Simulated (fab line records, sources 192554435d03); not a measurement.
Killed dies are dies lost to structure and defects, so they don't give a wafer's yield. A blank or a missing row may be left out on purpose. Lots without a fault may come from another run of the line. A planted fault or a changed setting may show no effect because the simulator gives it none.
Chamber matching | flow n5_finfet | N5_HKMG_FIN_ALD_21 on ald_metal-04: 4 sister chambers
The step deposits TiN, target thk 1.5 nm, pulse time 1 s, purge time 3 s. 4 wafers are shown with their chamber, then 10 later ones without.

WAFERS WITH THEIR CHAMBER
wafer  | chamber | heater_power_w (W)
L091.2 | 1       | 939
L091.4 | 3       | 756
L092.2 | 0       | 945
L092.4 | 2       | 955

WAFERS WITHOUT THEIR CHAMBER
wafer  | heater_power_w (W)
L092.5 | 953
L093.2 | 983
L093.4 | 928
L093.6 | 740
L095.1 | 961
L095.3 | 948
L095.6 | 754
L097.1 | 922
L097.3 | 966
L097.6 | 771

WHICH CHAMBER EACH WENT THROUGH
wafer  | from the rows above          | in truth
L092.5 | can't be placed: 2 or 0 or 1 | 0
L093.2 | can't be placed: 2 or 0 or 1 | 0
L093.4 | can't be placed: 1 or 0 or 2 | 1
L093.6 | 3                            | 3
L095.1 | can't be placed: 2 or 0 or 1 | 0
L095.3 | can't be placed: 0 or 2 or 1 | 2
L095.6 | 3                            | 3
L097.1 | can't be placed: 1 or 0 or 2 | 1
L097.3 | can't be placed: 2 or 0 or 1 | 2
L097.6 | 3                            | 3
Placed correctly: 3 of 10. Can't be placed from these rows: 7 (the true chamber is among the candidates in 7). Placed wrongly: 0.
How it was worked out, from the rows above alone: a wafer's distance from a chamber is the root of the sum, over the readings, of the square of ((its reading less the chamber's mean) divided by the reading's scatter). The wafer belongs to the nearest chamber; if the next one is less than 2 further off, it can't be placed. A chamber's mean is the mean of its shown wafers. The scatter: with one shown wafer a chamber, the root of the mean of the squares of how far each hidden wafer lies from its nearest shown one.
